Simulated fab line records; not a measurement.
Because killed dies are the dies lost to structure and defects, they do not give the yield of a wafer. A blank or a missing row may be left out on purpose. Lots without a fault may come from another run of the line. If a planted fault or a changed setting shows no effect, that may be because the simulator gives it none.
Matching of chambers -- flow nandHarc -- cmp-01 running NHARC_A_STAIRCASE_CMP_472: 4 sister chambers
The step polishes SiO2. 8 wafers are shown with their chamber, then 8 later ones without.

WAFERS PAIRED WITH THEIR CHAMBERS
wafer,chamber,motorCurrentA (A)
L086.5,2,10.4
L084.1,0,13.7
L084.2,1,11.6
L084.3,2,10.5
L084.4,3,11.0
L084.5,1,11.7
L084.6,0,13.9
L091.2,3,12.1

WAFERS WHOSE CHAMBER IS MISSING
wafer,motorCurrentA (A)
L091.3,10.9
L091.4,11.3
L093.4,10.9
L093.5,10.3
L093.6,11.2
L097.3,11.3
L097.4,11.5
L097.5,11.2

THE CHAMBER EACH PASSED THROUGH
wafer,from the rows above,in truth
L091.3,can't be placed: 2 or 3 or 1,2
L091.4,can't be placed: 3 or 1 or 2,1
L093.4,can't be placed: 2 or 3 or 1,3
L093.5,2,2
L093.6,can't be placed: 3 or 1 or 2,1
L097.3,can't be placed: 3 or 1 or 2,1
L097.4,can't be placed: 3 or 1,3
L097.5,can't be placed: 3 or 1 or 2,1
Placed correctly: 1 of 8. Can't be placed from these rows: 7 (the true chamber is among the candidates in 7). Wrongly placed: 0.
How it was worked out, from the rows above alone: a wafer's distance from a chamber is the root of the sum, over the readings, of the square of ((its reading less the chamber's mean) divided by the reading's scatter). The wafer belongs to the nearest chamber; if the next one is less than 2 further off, it can't be placed. A chamber's mean is the mean of its shown wafers. How the scatter is found: for the shown wafers, subtract from each reading the mean of its chamber, square and add these, divide the total by (wafers less chambers), then take the root.
